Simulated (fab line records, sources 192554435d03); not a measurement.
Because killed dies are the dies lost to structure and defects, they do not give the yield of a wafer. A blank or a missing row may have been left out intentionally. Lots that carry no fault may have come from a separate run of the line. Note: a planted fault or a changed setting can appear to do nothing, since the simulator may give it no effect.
fab line records	flow n5Finfet
record lots=5	wafers=15	lastDay=17
route steps=1938 shown BEOL_M8@1359
lots that met no fault: taken from a fault-free run of the same line
startH: hours from the record's opening day to when the first of the lot's shown wafers began	waitH: time in hours since the lot's previous step	" the same as in the row above	L1.1+2: one row covering several wafers at once	- either no value or no given start	* or withheld: withheld	< > ~ a bound
route shown NAME@n: NAME is a module with steps in the file, n the number in the route of the first one	usual: mean/standard deviation of fault-free wafers	same: alike in all rows	chamber/n: place in a boat	sites: per-site readings	_std_site: how widely they spread, as a standard deviation	_edge_site: mean of outer sites minus mean of inner sites	radiusMm: for every site, how far away it sits from the centre of the wafer	mask NAME#n: copy n	behind: tool/chamber where the wafer was last shaped	hold: reason for holding the lot/hours on hold/outcome of the hold	device: names the non-switching transistor (n, p or np)	end of line: the same wafers' tests at the end of the route	a step without rows: its recipe alone	killed: count of dies lost to structure and defects at first sort (not the wafer's yield)	map: the dies of a wafer, with x for killed, . for not killed, _ for no die there
set.NAME: the setting the step ran with; set.NAME@STEP: the setting that earlier step ran with	model.NAME: the simulator's own value behind a step, which no gauge read
lots at selected steps of the route; one table per step, one row per wafer
services: when a tool's chamber went out of use (startH, in hours from the record's first day, below 0 if earlier), for how many hours, and the reason
## steps
# step N5_BEOL_M8_COAT_22
# recipe resist=CAR-EUV	spinRpm=1500	resistThkNm=30
# step N5_BEOL_M8_EBR_24
# recipe solvent=PGMEA	ebrWidthMm=1.5
# step N5_BEOL_M8_SOFTBAKE_23
# recipe tempC=110	timeS=60	resist=CAR-EUV
# step N5_BEOL_M8_EXPOSE_25
# recipe maskId=V7	na=0.33	sourceShape=annular	sigmaInner=0.4	sigmaOuter=0.8	polarization=unpolarized	targetCdNm=40	doseMj=42.5
# step N5_BEOL_M8_PEB_26
# recipe pebTempC=100	pebTimeS=60	resist=CAR-EUV
# step N5_BEOL_M8_DEVELOP_27
# recipe developTimeS=30	developer=TMAH	resist=CAR-EUV	rinseLiquid=surfactantRinse	dry=airSpin	devTempC=23
# step N5_BEOL_M8_CD_MEAS_28
# recipe targetCdNm=40	landingEnergyEv=500	detector=seInlens
# usual cdNm=39.86/0.25
lot.wafer	tool	chamber	startH	waitH	cdNm
L390.3	cdSem-02	0	227.44	-	39.78
L390.4	"	0	"	"	39.59
L390.5	"	0	"	"	39.98
L393.1	cdSem-03	0	248.37	-	39.91
L393.2	"	0	"	"	39.60
L393.5	"	0	"	"	39.76
L400.1	cdSem-03	0	284.24	-	39.74
L400.2	"	0	"	"	39.87
L400.3	"	0	"	"	39.89
L402.1	cdSem-01	0	287.51	-	39.99
L402.4	"	0	"	"	39.62
L402.5	"	0	"	"	39.86
L407.2	cdSem-02	0	315.74	-	39.93
L407.3	"	0	"	"	39.85
L407.6	"	0	"	"	39.80
# step N5_BEOL_M8_OVL_MEAS_29
# recipe pointsPerWafer=522
# usual V7_OVL=0.0/0.6
lot.wafer	tool	chamber	startH	waitH	V7_OVL[nm]
L390.3	overlay-01	0	227.48	0.0	0.1
L390.4	"	0	"	"	1.1
L390.5	"	0	"	"	-0.3
L393.1	overlay-01	0	248.43	0.1	-0.2
L393.2	"	0	"	"	-0.5
L393.5	"	0	"	"	0.2
L400.1	overlay-01	0	284.27	0.0	-0.5
L400.2	"	0	"	"	-0.3
L400.3	"	0	"	"	-0.6
L402.1	overlay-02	0	287.54	0.0	0.5
L402.4	"	0	"	"	-0.4
L402.5	"	0	"	"	-0.7
L407.2	overlay-01	0	315.78	0.0	0.1
L407.3	"	0	"	"	-0.3
L407.6	"	0	"	"	-0.4
# step N5_BEOL_M8_INSPECT_30
# recipe mode=adi	inspectInstrument=brightfield
# usual rawDefectCount=444/90
lot.wafer	tool	chamber	startH	waitH	rawDefectCount
L390.3	defectInspect-01	-	227.52	0.0	323
L390.4	"	-	"	"	465
L390.5	"	-	"	"	416
L393.1	defectInspect-01	-	248.49	0.1	429
L393.2	"	-	"	"	460
L393.5	"	-	"	"	384
L400.1	defectInspect-02	-	284.33	0.1	385
L400.2	"	-	"	"	324
L400.3	"	-	"	"	390
L402.1	defectInspect-02	-	287.60	0.1	596
L402.4	"	-	"	"	444
L402.5	"	-	"	"	413
L407.2	defectInspect-02	-	315.83	0.0	502
L407.3	"	-	"	"	424
L407.6	"	-	"	"	379
# step N5_BEOL_M8_DESCUM_33
# recipe chemistry=O2	timeS=7	sourcePowerW=50	biasPowerW=20	pressureMtorr=20	rfFrequencyHz=2.712e+07	tempC=40	resist=CAR-EUV	o2FlowSccm=225
# usual drypumpMotorCurrentA=5.9/0.41	oesProductAu=0.78/0.083	rfVppV=243.1/1.2	showerheadPlenumPTorr=2.09/0.065	throttleValvePct=20.48/0.29
lot.wafer	tool	chamber	startH	waitH	drypumpMotorCurrentA	oesProductAu	rfHoursCounterH	rfVppV	showerheadPlenumPTorr	throttleValvePct
L390.3	rieDiel-03	1	227.80	0.3	5.5	0.80	89	242.5	2.12	20.61
L390.4	"	0	"	"	6.1	0.71	188	242.7	2.11	21.02
L390.5	"	1	"	"	5.5	0.80	-	241.9	2.12	20.61
L393.1	rieDiel-01	3	248.52	0.0	6.1	0.68	248	243.0	2.08	21.02
L393.2	"	1	"	"	5.9	0.71	193	241.7	1.97	20.30
L393.5	"	0	"	"	6.4	0.76	-	243.8	2.17	20.59
L400.1	rieDiel-03	3	284.37	0.0	6.3	0.83	114	242.1	2.00	19.95
L400.2	"	2	"	"	5.4	0.70	217	244.3	2.04	20.12
L400.3	"	0	"	"	6.1	0.69	208	242.4	2.11	21.04
L402.1	rieDiel-01	0	287.63	0.0	6.5	0.74	182	243.7	2.17	20.61
L402.4	"	1	"	"	5.9	0.69	211	240.4	1.97	20.33
L402.5	"	2	"	"	6.2	0.86	-	243.2	2.13	20.62
L407.2	rieDiel-01	1	315.86	0.0	6.0	0.68	220	240.4	1.96	20.34
L407.3	"	2	"	"	6.3	0.83	81	242.9	2.13	20.66
L407.6	"	3	"	"	6.1	0.92	-	243.0	2.07	20.57
# step N5_BEOL_M8_ETCH_72
# recipe chemistry=N2/H2	target=underlayer	targetDepthA=65	maskMaterial=CAR-EUV	timeS=5.2	ionEnergyEv=200	pressureMtorr=30	sourceW=840	biasW=150	n2FlowSccm=200	h2FlowSccm=200	ends=cleared
# usual biasW=150.0/0.45	drypumpMotorCurrentA=5.9/0.41	etchRfOnTimeS=5.26/0.2	h2FlowSccm=199.9/0.57	oesProductAu=0.66/0.073	rfFwdPowerW=819.1/2.7	rfVppV=523.9/2.3	showerheadPlenumPTorr=2.54/0.075	throttleValvePct=17.86/0.17
lot.wafer	tool	chamber	startH	waitH	biasW	drypumpMotorCurrentA	etchRfOnTimeS	h2FlowSccm	oesProductAu	rfFwdPowerW	rfHoursCounterH	rfVppV	showerheadPlenumPTorr	throttleValvePct
L390.3	rieDiel-03	1	227.84	0.0	150.2	5.5	5.26	198.9	0.68	819.9	89	525.3	2.58	17.99
L390.4	"	0	"	"	149.9	6.1	5.05	200.2	0.61	819.2	188	521.4	2.49	17.98
L390.5	"	1	"	"	149.4	5.5	5.33	199.3	0.68	817.2	-	524.8	2.58	18.01
L393.1	rieDiel-01	3	248.55	0.0	149.8	6.1	4.85	200.3	0.61	820.3	248	523.4	2.50	18.30
L393.2	"	1	"	"	150.3	6.0	5.18	200.3	0.60	815.5	193	520.6	2.39	17.70
L393.5	"	0	"	"	150.3	6.5	5.48	199.3	0.63	820.0	-	525.2	2.64	18.02
L400.1	rieDiel-03	3	284.41	0.0	149.6	6.3	5.28	199.7	0.68	819.7	114	522.2	2.45	17.48
L400.2	"	2	"	"	149.6	5.4	5.37	199.9	0.58	816.9	217	523.6	2.53	17.88
L400.3	"	0	"	"	149.4	6.1	5.03	199.9	0.60	820.4	208	525.7	2.48	18.03
L402.1	rieDiel-01	0	287.67	0.0	150.9	6.4	5.60	200.0	0.61	819.6	182	526.5	2.63	18.05
L402.4	"	1	"	"	150.2	6.0	5.34	199.6	0.58	819.4	211	520.5	2.39	17.71
L402.5	"	2	"	"	149.9	6.2	5.29	200.1	0.71	817.6	-	526.1	2.58	17.92
L407.2	rieDiel-01	1	315.90	0.0	149.9	6.0	5.31	198.5	0.58	816.8	220	519.5	2.38	17.73
L407.3	"	2	"	"	149.8	6.2	5.23	199.9	0.70	820.8	81	522.5	2.57	17.92
L407.6	"	3	"	"	150.2	6.1	4.75	200.0	0.83	825.3	-	523.7	2.49	17.81
# step N5_BEOL_M8_ETCH_65
# recipe chemistry=CF4	target=SiARC	targetDepthA=156	maskMaterial=CAR-EUV	timeS=26	ionEnergyEv=80	pressureMtorr=40	sourceW=545	biasW=36	Ar_flow_sccm=100	cf4FlowSccm=100	ends=cleared
# usual biasW=36.00/0.11	drypumpMotorCurrentA=5.9/0.41	etchRfOnTimeS=26.3/1	oesProductAu=0.66/0.072	rfFwdPowerW=532.6/2.2	rfVppV=184.1/1.1	showerheadPlenumPTorr=2.14/0.06	throttleValvePct=15.69/0.19
lot.wafer	tool	chamber	startH	waitH	biasW	drypumpMotorCurrentA	etchRfOnTimeS	oesProductAu	rfFwdPowerW	rfHoursCounterH	rfVppV	showerheadPlenumPTorr	throttleValvePct
L390.3	rieDiel-03	1	227.85	0.0	36.01	5.4	26.0	0.69	531.4	89	184.4	2.17	15.81
L390.4	"	0	"	"	36.13	6.1	25.1	0.61	531.8	188	184.2	2.13	15.97
L390.5	"	1	"	"	35.92	5.5	26.1	0.68	529.9	-	183.9	2.17	15.84
L393.1	rieDiel-01	3	248.57	0.0	36.05	6.1	24.8	0.61	531.5	248	183.9	2.10	15.98
L393.2	"	1	"	"	35.96	5.9	27.0	0.59	533.6	193	184.6	2.04	15.66
L393.5	"	0	"	"	35.97	6.4	27.7	0.63	534.9	-	184.3	2.22	15.76
L400.1	rieDiel-03	3	284.43	0.0	35.98	6.3	26.0	0.69	531.3	114	184.4	2.08	15.33
L400.2	"	2	"	"	35.85	5.4	26.8	0.59	534.4	217	183.4	2.11	15.51
L400.3	"	0	"	"	36.18	6.1	24.9	0.60	530.4	208	183.7	2.13	16.01
L402.1	rieDiel-01	0	287.68	0.0	36.03	6.5	28.2	0.61	537.4	182	185.5	2.22	15.80
L402.4	"	1	"	"	35.75	5.9	27.0	0.57	530.9	211	181.9	2.03	15.69
L402.5	"	2	"	"	35.94	6.2	26.1	0.72	531.0	-	184.0	2.17	15.68
L407.2	rieDiel-01	1	315.91	0.0	35.95	6.0	27.0	0.57	531.9	220	183.5	2.03	15.71
L407.3	"	2	"	"	35.90	6.2	26.2	0.70	532.4	81	183.3	2.17	15.72
L407.6	"	3	"	"	36.17	6.1	24.2	0.82	532.1	-	183.2	2.10	15.52
# step N5_BEOL_M8_ETCH_66
# recipe chemistry=N2/H2	target=SOC	targetDepthA=800	overetchA=160	maskMaterial=SiARC	tempC=40	timeS=120	ionEnergyEv=200	pressureMtorr=30	sourceW=840	biasW=150	n2FlowSccm=200	h2FlowSccm=200
# usual biasW=150.1/0.42	drypumpMotorCurrentA=5.9/0.41	h2FlowSccm=200.1/0.61	oesProductAu=0.59/0.058	rfFwdPowerW=836/3.1	rfVppV=523.9/2.1	showerheadPlenumPTorr=2.54/0.075	throttleValvePct=17.82/0.17
lot.wafer	tool	chamber	startH	waitH	biasW	drypumpMotorCurrentA	h2FlowSccm	oesProductAu	rfFwdPowerW	rfHoursCounterH	rfVppV	showerheadPlenumPTorr	throttleValvePct	model.SiARC_of_BEOL_M8_COAT_64.thkNm	model.BEOL_M8.cdNm
L390.3	rieDiel-03	1	227.88	0.0	150.8	5.5	200.5	0.61	831	89	524.9	2.58	17.99	6.4	40
L390.4	"	0	"	"	150.4	6.1	200.5	0.54	835	188	522.8	2.49	17.94	6.4	39.8
L390.5	"	1	"	"	150.5	5.5	199.6	0.61	830	-	524.3	2.58	17.99	6.6	39.8
L393.1	rieDiel-01	3	248.60	0.0	149.7	6.1	200.7	0.53	839	248	522.1	2.50	18.23	5.8	40.4
L393.2	"	1	"	"	149.6	6.0	201.9	0.54	838	193	520.1	2.39	17.66	6.6	39.6
L393.5	"	0	"	"	150.4	6.5	199.9	0.58	835	-	525.2	2.64	17.96	6.8	40
L400.1	rieDiel-03	3	284.45	0.0	150.3	6.3	201.1	0.62	1040	114	484.4	2.45	17.44	5.8	40.4
L400.2	"	2	"	"	150.2	5.4	198.7	0.54	836	217	524.0	2.53	17.83	6.6	39.8
L400.3	"	0	"	"	150.6	6.1	199.4	0.53	831	209	523.5	2.48	17.98	6.6	40
L402.1	rieDiel-01	0	287.71	0.0	150.8	6.5	200.8	0.58	840	182	525.7	2.63	18.01	6.8	40
L402.4	"	1	"	"	150.2	5.9	200.7	0.53	837	211	521.9	2.39	17.67	6.6	39.6
L402.5	"	2	"	"	150.1	6.2	199.8	0.64	836	-	524.9	2.58	17.88	6.4	39.8
L407.2	rieDiel-01	1	315.94	0.0	150.0	6.0	200.1	0.52	831	220	519.7	2.38	17.68	6.4	39.6
L407.3	"	2	"	"	149.7	6.3	199.4	0.64	832	81	525.3	2.57	17.90	6.4	39.8
L407.6	"	3	"	"	150.2	6.1	200.4	0.70	836	-	521.5	2.49	17.77	5.6	40.6
# step N5_BEOL_M8_STRIP_69
# recipe chemistry=N2/H2	tempC=40	n2FlowSccm=200	h2FlowSccm=200	rfFrequencyHz=6e+07
# step N5_BEOL_M8_STRIP_73
# recipe chemistry=N2/H2	tempC=40	n2FlowSccm=200	h2FlowSccm=200	rfFrequencyHz=6e+07
# step N5_BEOL_M8_VIA_ETCH_34
# recipe chemistry=C4F6/O2	target=SiCOH_lowk	targetDepthA=1255	maskMaterial=SOC	taperDeg=4	timeS=50.5	ionEnergyEv=250	pressureMtorr=30	sourceW=345	biasW=185	Ar_flow_sccm=300	C4F6_flow_sccm=10	O2_flow_sccm=10
# usual O2_flow_sccm=10.00/0.032	biasW=185.0/0.55	drypumpMotorCurrentA=5.9/0.41	oesProductAu=0.77/0.085	rfFwdPowerW=341.5/1.4	rfVppV=660/18	showerheadPlenumPTorr=2.85/0.076	throttleValvePct=20.98/0.23
lot.wafer	tool	chamber	startH	waitH	O2_flow_sccm	biasW	drypumpMotorCurrentA	oesProductAu	rfFwdPowerW	rfHoursCounterH	rfVppV	showerheadPlenumPTorr	throttleValvePct	model.BEOL_M8.cdNm
L390.3	rieDiel-03	1	227.98	0.0	9.99	185.9	5.5	0.80	339.9	89	658	2.88	21.09	40
L390.4	"	0	"	"	10.04	184.0	6.1	0.71	341.9	188	624	2.86	21.38	40
L390.5	"	1	"	"	10.02	185.3	5.4	0.80	340.6	-	658	2.88	21.10	39.8
L393.1	rieDiel-01	3	248.70	0.0	10.02	184.4	6.1	0.71	342.0	248	679	2.80	21.27	40.4
L393.2	"	1	"	"	10.05	184.1	6.0	0.70	341.2	193	669	2.74	21.01	39.6
L393.5	"	0	"	"	10.00	185.3	6.5	0.74	340.8	-	673	2.94	20.95	40.2
L400.1	rieDiel-03	3	284.55	0.0	9.94	185.5	6.3	0.80	341.7	114	665	2.75	20.53	40.4
L400.2	"	2	"	"	9.99	185.1	5.4	0.69	342.4	217	676	2.80	20.66	39.8
L400.3	"	0	"	"	9.94	184.4	6.1	0.69	342.6	209	624	2.85	21.42	40.2
L402.1	rieDiel-01	0	287.81	0.0	10.00	185.1	6.4	0.73	341.4	182	671	2.93	20.99	40
L402.4	"	1	"	"	9.96	185.5	6.0	0.68	340.6	211	668	2.73	21.04	39.6
L402.5	"	2	"	"	10.02	185.4	6.2	0.86	343.8	-	663	2.89	21.06	40
L407.2	rieDiel-01	1	316.04	0.0	10.06	185.1	5.9	0.66	342.2	220	668	2.72	21.07	39.6
L407.3	"	2	"	"	10.03	185.1	6.2	0.83	341.7	81	664	2.88	21.06	40
L407.6	"	3	"	"	9.98	185.6	6.1	0.94	339.4	-	681	2.79	20.90	40.8
# step N5_BEOL_M8_STRIP_76
# recipe chemistry=C4F6/O2	resist=SiARC	rfFrequencyHz=6e+07
## services
tool	chamber	startH	hours	kind
rieDiel-03	-	222.26	2.8	pm
rieDiel-01	3	255.63	-	clean
rieDiel-01	3	255.63	-	consumableReplace:focusRing
rieDiel-01	3	255.63	20.5	scheduledDown
rieDiel-01	3	255.63	20.5	ventCycle
## key
firstSign step=N5_BEOL_M8_ETCH_66	reading=rfFwdPowerW	direction=up	sigmas=66	usual=*	struck=*
effect step=N5_BEOL_M8_ETCH_66	reading=rfVppV	direction=down	sigmas=19	usual=523.9	struck=484.4
modelEffect step=N5_BEOL_M8_ETCH_66	value=SiARC_of_BEOL_M8_COAT_64.thkNm	without=6.6	struck=5.8
modelEffect step=N5_BEOL_M8_VIA_ETCH_34	value=BEOL_M8.cdNm	without=39.8	struck=40.4
metAt N5_BEOL_M8_ETCH_66
struckWafers L400.1
fault kind=processParameterDrift	tool=rieDiel-03	chamber=3	onsetH=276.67	steps=N5_BEOL_M8_ETCH_66	channel=sourceW	offset=201.6	shape=step	endH=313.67	actsIn=theseRecipesOnly	stated=840
